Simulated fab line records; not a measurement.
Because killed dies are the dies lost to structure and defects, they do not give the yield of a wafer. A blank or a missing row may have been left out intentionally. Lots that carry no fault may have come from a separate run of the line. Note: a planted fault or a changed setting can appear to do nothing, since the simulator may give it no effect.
fab line records	flow n5-finfet
record: lots: 5	wafers: 15	last-day: 16
route steps=1938 shown FIN_CUT@166 BEOL_M4@1111 PASSIVATION@1936
lots with no fault: from the same line, run without faults
start-h: start of the lot's first displayed wafer, in hours after the record's first day	wait-h: hours from the lot's prior step to this one	" same as the row above	L1.1+2: a row that stands for several wafers	- either no value or no given start	* or withheld: withheld	< > ~ a bound
route shown NAME@n: a module of which the file shows steps, and the number in the route of the first	usual: the fault-free wafers' mean and standard deviation	same: alike in all rows	chamber/n: place in a boat	sites: the reading at each site	_std_site: how widely they spread, as a standard deviation	_edge_site: outer sites' mean less inner sites'	radius-mm: how far each site lies from the wafer's centre	mask NAME#n: copy n	behind: the tool/chamber that last shaped the wafer	hold: the reason the lot was held/the length of the hold in hours/how it ended	device: names the non-switching transistor (n, p or np)	end of line: tests of these same wafers at the route's end	where a step has no rows: the recipe by itself	killed: at the first sort, the dies lost to defects and structure; wafer yield is something else	map: a wafer's dies, x killed, . not, _ none there
set.NAME: the run value of the setting; set.NAME@STEP: its run value at that earlier step	model.NAME: the simulator's own value behind a step, which no gauge read
lots at selected steps of the route; one table per step, one row per wafer
services: from which hour (start-h, from the record's first day; less than 0 if before it) a tool's chamber was out of use, for how many hours, and why
== steps ==
step: N5_FIN_CUT_DESCUM_13
recipe: chemistry: O2	time-s: 7	source-power-w: 50	bias-power-w: 20	pressure-mtorr: 20	rf-frequency-hz: 2.712e+07	temp-c: 40	resist: CAR-EUV	o2-flow-sccm: 225
usual: drypump-motor-current-A: 5.6/0.5	oes-product-au: 0.79/0.071	rf-vpp-V: 243.4/1.7	showerhead-plenum-p-Torr: 2.11/0.097	throttle-valve-pct: 20.47/0.22
lot.wafer	tool	chamber	start-h	wait-h	drypump-motor-current-A	oes-product-au	rf-hours-counter-h	rf-vpp-V	showerhead-plenum-p-Torr	throttle-valve-pct
L566.1	rie-diel-02	0	38.86	0.0	5.3	0.77	124	242.5	2.09	20.50
L566.4	"	3	"	"	5.6	0.93	8	245.3	2.21	20.19
L566.6	"	3	"	"	5.6	0.94	-	245.8	2.21	20.20
L571.2	rie-diel-01	2	70.26	0.0	4.8	0.67	242	241.3	1.97	20.68
L571.3	"	1	"	"	5.9	0.93	9	245.1	2.24	20.62
L571.4	"	3	"	"	5.2	0.80	120	243.5	2.10	20.57
L574.1	rie-diel-02	1	87.82	0.0	4.9	0.72	172	240.4	2.00	20.03
L574.3	"	0	"	"	5.3	0.76	140	242.1	2.08	20.53
L574.4	"	2	"	"	6.1	0.81	87	240.4	1.95	20.74
L578.1	rie-diel-02	3	113.64	0.0	5.6	0.89	35	244.0	2.20	20.23
L578.2	"	1	"	"	4.9	0.71	184	240.7	1.99	20.05
L578.4	"	0	"	"	5.3	0.76	151	242.9	2.08	20.54
L584.2	rie-diel-01	3	148.28	0.0	5.2	0.76	148	242.3	2.09	20.61
L584.3	"	1	"	"	5.8	0.88	33	245.3	2.23	20.64
L584.5	"	1	"	"	5.8	0.87	-	244.9	2.23	20.64
step: N5_FIN_CUT_ETCH_30
recipe: chemistry: N2/H2	target: underlayer	target-depth-a: 130	mask-material: CAR-EUV	time-s: 10.4	ion-energy-ev: 200	pressure-mtorr: 30	source-w: 840	bias-w: 150	n2-flow-sccm: 200	h2-flow-sccm: 200	ends: cleared
usual: drypump-motor-current-A: 5.6/0.5	etch-rf-on-time-s: 10.42/0.2	oes-product-au: 0.67/0.061	rf-vpp-V: 525/3.4	showerhead-plenum-p-Torr: 2.57/0.12	throttle-valve-pct: 17.92/0.22
lot.wafer	tool	chamber	start-h	wait-h	drypump-motor-current-A	etch-rf-on-time-s	oes-product-au	rf-hours-counter-h	rf-vpp-V	showerhead-plenum-p-Torr	throttle-valve-pct
L566.1	rie-diel-02	0	38.89	0.0	5.3	10.45	0.65	124	525	2.57	18.16
L566.4	"	3	"	"	5.6	10.40	0.81	8	529	2.69	17.58
L566.6	"	3	"	"	5.6	10.44	0.82	-	529	2.69	17.58
L571.2	rie-diel-01	2	70.30	0.0	4.8	10.53	0.59	242	521	2.40	18.14
L571.3	"	1	"	"	5.8	10.43	0.80	9	529	2.73	18.09
L571.4	"	3	"	"	5.2	9.87	0.69	120	525	2.55	18.01
L574.1	rie-diel-02	1	87.86	0.0	4.9	10.66	0.63	172	522	2.42	17.44
L574.3	"	0	"	"	5.3	10.61	0.64	140	525	2.56	18.19
L574.4	"	2	"	"	6.1	10.14	0.69	87	518	2.35	18.03
L578.1	rie-diel-02	3	113.68	0.0	5.6	10.30	0.76	35	528	2.68	17.62
L578.2	"	1	"	"	4.9	10.52	0.63	184	520	2.42	17.47
L578.4	"	0	"	"	5.3	10.60	0.63	151	524	2.56	18.22
L584.2	rie-diel-01	3	148.32	0.0	5.2	10.08	0.66	148	524	2.54	18.06
L584.3	"	1	"	"	5.8	10.47	0.74	33	527	2.71	18.11
L584.5	"	1	"	"	5.8	10.48	0.74	-	527	2.71	18.13
step: N5_FIN_CUT_ETCH_20
recipe: chemistry: CF4	target: SiARC	target-depth-a: 260	mask-material: CAR-EUV	time-s: 43.3	ion-energy-ev: 80	pressure-mtorr: 40	source-w: 545	bias-w: 36	Ar_flow_sccm: 100	cf4-flow-sccm: 100	ends: cleared
usual: drypump-motor-current-A: 5.6/0.5	etch-rf-on-time-s: 43.4/0.86	oes-product-au: 0.68/0.061	rf-vpp-V: 184.3/1.3	showerhead-plenum-p-Torr: 2.16/0.094	throttle-valve-pct: 15.66/0.18
lot.wafer	tool	chamber	start-h	wait-h	drypump-motor-current-A	etch-rf-on-time-s	oes-product-au	rf-hours-counter-h	rf-vpp-V	showerhead-plenum-p-Torr	throttle-valve-pct
L566.1	rie-diel-02	0	38.91	0.0	5.3	42.7	0.67	124	184.7	2.15	15.73
L566.4	"	3	"	"	5.6	43.3	0.82	8	185.2	2.28	15.42
L566.6	"	3	"	"	5.6	43.3	0.82	-	185.8	2.28	15.41
L571.2	rie-diel-01	2	70.31	0.0	4.8	43.7	0.59	242	183.2	2.02	15.86
L571.3	"	1	"	"	5.8	43.1	0.78	9	186.0	2.27	15.64
L571.4	"	3	"	"	5.2	41.8	0.69	120	185.0	2.15	15.74
L574.1	rie-diel-02	1	87.88	0.0	4.9	44.2	0.63	172	182.7	2.05	15.32
L574.3	"	0	"	"	5.3	43.5	0.65	140	183.5	2.14	15.78
L574.4	"	2	"	"	6.1	42.5	0.69	87	182.7	2.00	15.84
L578.1	rie-diel-02	3	113.70	0.0	5.6	43.7	0.75	35	184.7	2.27	15.47
L578.2	"	1	"	"	4.9	44.7	0.61	184	184.2	2.05	15.33
L578.4	"	0	"	"	5.3	43.9	0.64	151	183.6	2.14	15.78
L584.2	rie-diel-01	3	148.34	0.0	5.2	41.3	0.66	148	185.1	2.14	15.79
L584.3	"	1	"	"	5.8	43.1	0.76	33	185.1	2.26	15.68
L584.5	"	1	"	"	5.8	43.4	0.74	-	185.9	2.26	15.67
step: N5_FIN_CUT_ETCH_21
recipe: chemistry: N2/H2	target: SOC	target-depth-a: 2190	overetch-a: 438	mask-material: SiARC	temp-c: 40	ion-energy-ev: 100	bias-w: 61	time-s: 523.5	pressure-mtorr: 30	source-w: 850	n2-flow-sccm: 200	h2-flow-sccm: 200
step: N5_FIN_CUT_STRIP_23
recipe: chemistry: N2/H2	temp-c: 40	n2-flow-sccm: 200	h2-flow-sccm: 200	rf-frequency-hz: 6e+07
step: N5_FIN_CUT_STRIP_31
recipe: chemistry: N2/H2	temp-c: 40	n2-flow-sccm: 200	h2-flow-sccm: 200	rf-frequency-hz: 6e+07
step: N5_FIN_CUT_STRIP_24
recipe: chemistry: CF4	resist: SiARC	power-w: 300	bias-power-w: 75	pressure-mtorr: 50	cf4-flow-sccm: 150	rf-frequency-hz: 6e+07
usual: drypump-motor-current-A: 5.6/0.49	oes-product-au: 0.78/0.067	power-w: 300.1/0.9	rf-vpp-V: 271.5/1.8	showerhead-plenum-p-Torr: 1.81/0.081	throttle-valve-pct: 13.62/0.19
lot.wafer	tool	chamber	start-h	wait-h	drypump-motor-current-A	oes-product-au	power-w	rf-hours-counter-h	rf-vpp-V	showerhead-plenum-p-Torr	throttle-valve-pct
L566.1	rie-diel-02	0	39.27	0.0	5.3	0.77	301.4	124	271.8	1.79	13.64
L566.4	"	3	"	"	5.6	0.95	299.7	9	274.1	1.90	13.32
L566.6	"	3	"	"	5.6	0.94	301.0	-	273.4	1.89	13.34
L571.2	rie-diel-01	2	70.68	0.0	4.8	0.68	299.0	242	270.1	1.68	13.85
L571.3	"	1	"	"	5.8	0.91	299.9	9	273.4	1.91	13.61
L571.4	"	3	"	"	5.2	0.78	299.2	120	271.5	1.79	13.65
L574.1	rie-diel-02	1	88.24	0.0	4.9	0.74	299.0	172	270.0	1.71	13.27
L574.3	"	0	"	"	5.3	0.76	300.1	140	270.2	1.78	13.69
L574.4	"	2	"	"	6.1	0.79	298.9	87	267.9	1.67	13.77
L578.1	rie-diel-02	3	114.06	0.0	5.6	0.88	299.6	35	274.2	1.89	13.38
L578.2	"	1	"	"	4.9	0.72	299.7	184	268.1	1.71	13.31
L578.4	"	0	"	"	5.3	0.74	301.6	151	271.1	1.78	13.70
L584.2	rie-diel-01	3	148.70	0.0	5.2	0.75	300.2	148	271.0	1.78	13.73
L584.3	"	1	"	"	5.8	0.87	299.8	33	272.0	1.90	13.63
L584.5	"	1	"	"	5.8	0.87	300.3	-	273.3	1.90	13.66
step: N5_FIN_CUT_CUT_ETCH_26
recipe: chemistry: CH3F/O2	target: SiNx	target-depth-a: 390	mask-material: SOC	time-s: 55.7	pressure-mtorr: 30	source-w: 395	bias-w: 73	Ar_flow_sccm: 150	CH3F_flow_sccm: 30	O2_flow_sccm: 20	ion-energy-ev: 120
step: N5_FIN_CUT_CUT_ETCH_27
recipe: chemistry: CHF3/O2	target: SiO2	target-depth-a: 40	mask-material: SOC	overetch-a: 20	time-s: 4.9	pressure-mtorr: 30	source-w: 650	bias-w: 170	Ar_flow_sccm: 200	CHF3_flow_sccm: 50	O2_flow_sccm: 5	ion-energy-ev: 200
usual: O2_flow_sccm: 5.000/0.017	drypump-motor-current-A: 5.6/0.5	oes_o_777_au: 0.78/0.065	oes-product-au: 0.62/0.053	rf-vpp-V: 522/9	showerhead-plenum-p-Torr: 2.44/0.11	throttle-valve-pct: 18.93/0.19
lot.wafer	tool	chamber	start-h	wait-h	O2_flow_sccm	drypump-motor-current-A	oes_o_777_au	oes-product-au	rf-hours-counter-h	rf-vpp-V	showerhead-plenum-p-Torr	throttle-valve-pct
L566.1	rie-diel-02	0	39.34	0.0	5.002	5.3	0.77	0.62	124	524	2.44	19.08
L566.4	"	3	"	"	4.998	5.6	0.93	0.75	9	524	2.58	18.81
L566.6	"	3	"	"	4.993	5.6	0.93	0.75	-	526	2.58	18.79
L571.2	rie-diel-01	2	70.74	0.0	5.024	4.8	0.69	0.54	242	508	2.28	19.14
L571.3	"	1	"	"	5.014	5.8	0.93	0.73	9	530	2.55	18.88
L571.4	"	3	"	"	5.010	5.2	0.80	0.63	120	516	2.44	19.10
L574.1	rie-diel-02	1	88.31	0.0	5.018	4.9	0.74	0.58	173	525	2.32	18.54
L574.3	"	0	"	"	4.999	5.3	0.75	0.60	140	523	2.43	19.09
L574.4	"	2	"	"	5.028	6.0	0.80	0.64	87	522	2.25	19.11
L578.1	rie-diel-02	3	114.12	0.0	5.009	5.6	0.87	0.70	35	524	2.57	18.82
L578.2	"	1	"	"	5.001	4.9	0.73	0.57	184	525	2.31	18.56
L578.4	"	0	"	"	4.991	5.3	0.75	0.59	151	524	2.43	19.11
L584.2	rie-diel-01	3	148.77	0.0	5.012	5.2	0.77	0.61	148	516	2.43	19.14
L584.3	"	1	"	"	5.009	5.8	0.87	0.69	33	529	2.54	18.91
L584.5	"	1	"	"	4.995	5.8	0.86	0.69	-	527	2.54	18.92
step: N5_FIN_CUT_PRECLEAN_35
recipe: time-s: 13.3	temp-c: 45	pressure-torr: 125	p-hf-torr: 3	p-coreactant-torr: 25	chemistry: vHF
step: N5_FIN_CUT_CUT_ETCH_15
recipe: chemistry: HBr/Cl2/O2	target: Si	target-depth-a: 1000	bt-time-s: 10	mask-material: SOC	time-s: 42.4	ion-energy-ev: *	bias-w: *	pressure-mtorr: 10	icp-w: 800	HBr_flow_sccm: 150	Cl2_flow_sccm: 80	O2_flow_sccm: 12
step: N5_FIN_CUT_CUT_ETCH_28
recipe: chemistry: HBr/Cl2/O2	target: Si	target-depth-a: 60	mask-material: SOC	time-s: 2.4	ion-energy-ev: *	bias-w: *	pressure-mtorr: 10	icp-w: 800	HBr_flow_sccm: 150	Cl2_flow_sccm: 80	O2_flow_sccm: 12
step: N5_FIN_CUT_STRIP_22
recipe: chemistry: N2/H2	power-w: 500	temp-c: 40	pressure-mtorr: 50	rf-frequency-hz: 6e+07	overash-fraction: 0.3	bias-power-w: 8	h2-frac: 0.5	n2-flow-sccm: 300	h2-flow-sccm: 300
usual: drypump-motor-current-A: 5.5/0.47	oes-product-au: 0.79/0.071	power-w: 500.1/1.4	rf-vpp-V: 54.3/2.2	showerhead-plenum-p-Torr: 3.37/0.16	throttle-valve-pct: 19.0/0.32
lot.wafer	tool	chamber	start-h	wait-h	drypump-motor-current-A	oes-product-au	power-w	rf-hours-counter-h	rf-vpp-V	showerhead-plenum-p-Torr	throttle-valve-pct
L566.1	rie-diel-03	2	39.61	0.0	6.5	0.80	499.9	114	53.3	3.53	18.7
L566.4	"	1	"	"	5.2	0.77	499.9	113	58.1	3.37	19.3
L566.6	"	3	"	"	5.9	0.83	500.0	-	58.0	3.55	18.8
L571.2	rie-diel-03	3	71.12	0.2	5.9	0.82	501.0	75	51.7	3.54	18.8
L571.3	"	2	"	"	6.5	0.77	499.5	125	53.4	3.52	18.8
L571.4	"	1	"	"	5.2	0.78	463.9	121	57.4	3.36	19.3
L574.1	rie-diel-01	1	88.58	0.0	5.9	0.91	501.4	11	53.0	3.59	19.3
L574.3	"	0	"	"	6.1	0.73	499.3	157	58.7	3.51	19.2
L574.4	"	2	"	"	4.8	0.68	497.8	248	55.8	3.17	19.1
L578.1	rie-diel-01	0	114.39	0.0	6.2	0.73	499.9	168	55.6	3.50	19.2
L578.2	"	1	"	"	5.9	0.90	498.9	23	54.6	3.58	19.4
L578.4	"	0	"	"	6.2	0.72	501.0	-	53.2	3.50	19.2
L584.2	rie-diel-01	2	149.11	0.1	4.8	0.95	500.4	8	52.2	3.58	18.8
L584.3	"	0	"	"	6.2	0.73	499.8	179	54.5	3.49	19.2
L584.5	"	2	"	"	4.8	0.97	499.6	-	56.6	3.58	18.8
step: N5_FIN_CUT_PRECLEAN_36
recipe: chemistry: O3/DIW	time-s: 60	temp-c: 22	o3-ppm: 10
step: N5_BEOL_M4_RC_MEAS_101
usual: DIBL_N: 35.9/1.9	DIBL_P: 35.8/2.4	IOFF_N: 0.15/0.031	IOFF_P: 0.21/0.037	ION_N: 672/13	ION_P: 462/8.3	SS_N: 71.5/0.72	SS_P: 73.2/0.67	VT_N: 250/3.4	VT_P: -250/3.4
lot.wafer	tool	chamber	start-h	wait-h	DIBL_N[mV/V]	DIBL_P[mV/V]	IOFF_N[nA/um]	IOFF_P[nA/um]	ION_N[uA/um]	ION_P[uA/um]	SS_N[mV/dec]	SS_P[mV/dec]	VT_N[mV]	VT_P[mV]
L566.1	prober-02	0	184.82	0.0	33.5	34.2	0.13	0.15	664	452	71.4	72.9	253	-256
L566.4	"	0	"	"	35.1	36.1	0.14	0.17	671	453	71.6	73.5	252	-257
L566.6	"	0	"	"	33.6	33.3	0.11	0.13	644	437	71.1	72.4	257	-261
L571.2	prober-02	0	203.16	0.2	35.0	35.6	0.13	0.20	659	458	71.2	72.7	254	-251
L571.3	"	0	"	"	34.3	34.7	0.13	0.19	657	462	70.4	72.9	252	-251
L571.4	"	0	"	"	38.3	39.3	0.21	0.27	690	473	71.4	74.4	245	-247
L574.1	prober-01	0	225.61	0.0	34.0	34.9	0.12	0.18	662	458	70.9	72.8	252	-252
L574.3	"	0	"	"	35.9	34.7	0.14	0.17	649	443	72.2	73.1	252	-254
L574.4	"	0	"	"	37.3	38.4	0.19	0.23	693	468	71.4	73.0	244	-248
L578.1	prober-01	0	261.27	0.0	34.7	34.6	0.13	0.17	683	461	71.6	72.8	251	-254
L578.2	"	0	"	"	35.5	34.5	0.13	0.17	672	453	71.2	72.5	253	-254
L578.4	"	0	"	"	35.3	35.2	0.12	0.18	668	458	71.0	73.2	254	-255
L584.2	prober-01	0	295.96	0.2	35.3	34.8	0.16	0.20	683	466	70.5	72.8	247	-248
L584.3	"	0	"	"	32.0	31.7	0.10	0.16	664	462	69.9	71.9	256	-253
L584.5	"	0	"	"	33.2	32.1	0.12	0.17	672	469	69.5	72.0	253	-249
step: N5_PASSIVATION_PROBE_49
usual: defect-limited-yield: 91.6/1.2	killed_at_M0_to_M3: 33/9.4	killed_at_M4_up: 13/5.2	killed-at-contacts: 13/5.6	killed-at-front-end: 37/9.5	killed-at-other: 4/3.1	killed-dies: 99/15	killed-open: 65/11	killed-short: 32/7.5	sort_bin_5_function: 4.9/0.77	sort_bin_6_memory: 3.1/0.65	sort_bin_8_speed: 0.01/0.056	sort-n-pass: 1081/15	sort-yield-pct: 91.6/1.2
same: gross-dies: 1180	killed-at-back-side: 0	sort_bin_4_leakage[%]: 0
lot.wafer	tool	chamber	start-h	wait-h	defect-limited-yield[%]	killed_at_M0_to_M3	killed_at_M4_up	killed-at-contacts	killed-at-front-end	killed-at-other	killed-dies	killed-open	killed-short	sort_bin_5_function[%]	sort_bin_6_memory[%]	sort_bin_8_speed[%]	sort-n-pass	sort-yield-pct[%]
L571.2	prober-02	-	323.84	0.1	92.4	24	5	15	37	9	90	54	35	4.7	2.4	0	1090	92.4
L571.3	prober-02	-	323.89	0.1	91.4	41	11	13	30	6	101	59	42	4.5	3.6	0	1079	91.4
L571.4	prober-02	-	323.94	0.2	91.8	31	13	1	44	8	97	60	36	4.4	3.1	0	1083	91.8
L578.1	prober-02	-	374.36	0.0	90.3	41	8	10	55	0	114	74	40	5.7	3.8	0	1066	90.3
L578.2	prober-02	-	374.41	0.1	91.5	29	15	16	39	1	100	69	30	4.7	3.4	0	1080	91.5
L578.4	prober-02	-	374.51	0.2	93.5	24	7	24	22	0	77	44	32	4.5	1.9	0	1103	93.5
killed by level:class
L571.2 FIN_SAQP:geometric-particle:short=13 MOL_CONTACT_COAG:geometric-particle:open=12 FIN_SAQP:geometric-particle:open=8 BEOL_M1:geometric-particle:open=8 BEOL_M0_SAQP:geometric-particle:short=4 BEOL_M3:geometric-particle:open=4 STARTING-WAFER:geometric-particle:short=4 BEOL_M4:geometric-particle:open=3
L571.3 MOL_CONTACT_COAG:geometric-particle:open=11 BEOL_M0_SAQP:geometric-particle:short=10 FIN_SAQP:geometric-particle:short=9 BEOL_M1:geometric-particle:short=9 FIN_SAQP:geometric-particle:open=8 BEOL_M0:geometric-particle:open=7 BEOL_M3:geometric-particle:open=6 STI_FIN_REVEAL:geometric-particle:open=4
L571.4 FIN_SAQP:geometric-particle:short=12 FIN_SAQP:geometric-particle:open=11 BEOL_M1:geometric-particle:open=10 STI_FIN_REVEAL:geometric-particle:open=8 BEOL_M0_SAQP:geometric-particle:open=6 BEOL_M3:geometric-particle:open=6 BEOL_M4:geometric-particle:open=5 PASS1_CAP:geometric-particle:short=5
L578.1 FIN_SAQP:geometric-particle:short=17 BEOL_M3:geometric-particle:open=14 FIN_SAQP:geometric-particle:open=9 BEOL_M2:geometric-particle:open=9 MOL_CONTACT_COAG:geometric-particle:open=8 STI_FIN_REVEAL:geometric-particle:open=7 BEOL_M0_SAQP:geometric-particle:open=6 SPACER0:geometric-particle:short=4
L578.2 MOL_CONTACT_COAG:geometric-particle:open=12 STI_FIN_REVEAL:geometric-particle:open=11 BEOL_M4:geometric-particle:open=10 BEOL_M3:geometric-particle:open=9 GATE_CUT:geometric-particle:short=6 BEOL_M0_SAQP:geometric-particle:open=6 FIN_SAQP:geometric-particle:open=4 MOL_CONTACT_COAG:geometric-particle:short=4
L578.4 MOL_CONTACT_COAG:geometric-particle:open=16 BEOL_M0_SAQP:geometric-particle:short=9 MOL_CONTACT_COAG:geometric-particle:short=8 BEOL_M0_SAQP:geometric-particle:open=6 GATE_CUT:geometric-particle:short=5 BEOL_M3:geometric-particle:open=4 FIN_SAQP:geometric-particle:open=3 STI_FIN_REVEAL:geometric-particle:open=3
== services ==
tool	chamber	start-h	hours	kind
rie-diel-01	2	20.49	6.4	repair
rie-diel-01	0	25.17	3.3	repair
rie-diel-01	-	46.39	15.6	pm
rie-diel-03	-	55.82	1.1	repair
rie-diel-03	1	58.99	5.7	repair
rie-diel-02	1	66.08	13.3	repair
rie-diel-01	1	70.81	8.1	repair
rie-diel-01	2	95.05	-	clean
rie-diel-01	2	95.05	-	consumable-replace:focus-ring
rie-diel-01	2	95.05	-	consumable-replace:showerhead
rie-diel-01	2	95.05	24.1	scheduled-down
rie-diel-01	2	95.05	24.1	vent-cycle
rie-diel-02	2	100.33	12.5	repair
rie-diel-01	-	127.88	1.2	repair
rie-diel-03	-	138.91	0.2	repair
== key ==
first-sign: step: N5_FIN_CUT_STRIP_22	reading: power-w	direction: down	sigmas: 26	usual: *	struck: *
effect none on later readings
met-at N5_FIN_CUT_STRIP_22
struck-wafers L571.4
onset-between 39.61 71.12
fault: kind: process-parameter-drift	tool: rie-diel-03	chamber: 1	onset-h: 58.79	steps: N5_FIN_CUT_STRIP_22	channel: power-w	offset: *	shape: step	end-h: 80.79	acts-in: *	stated: *
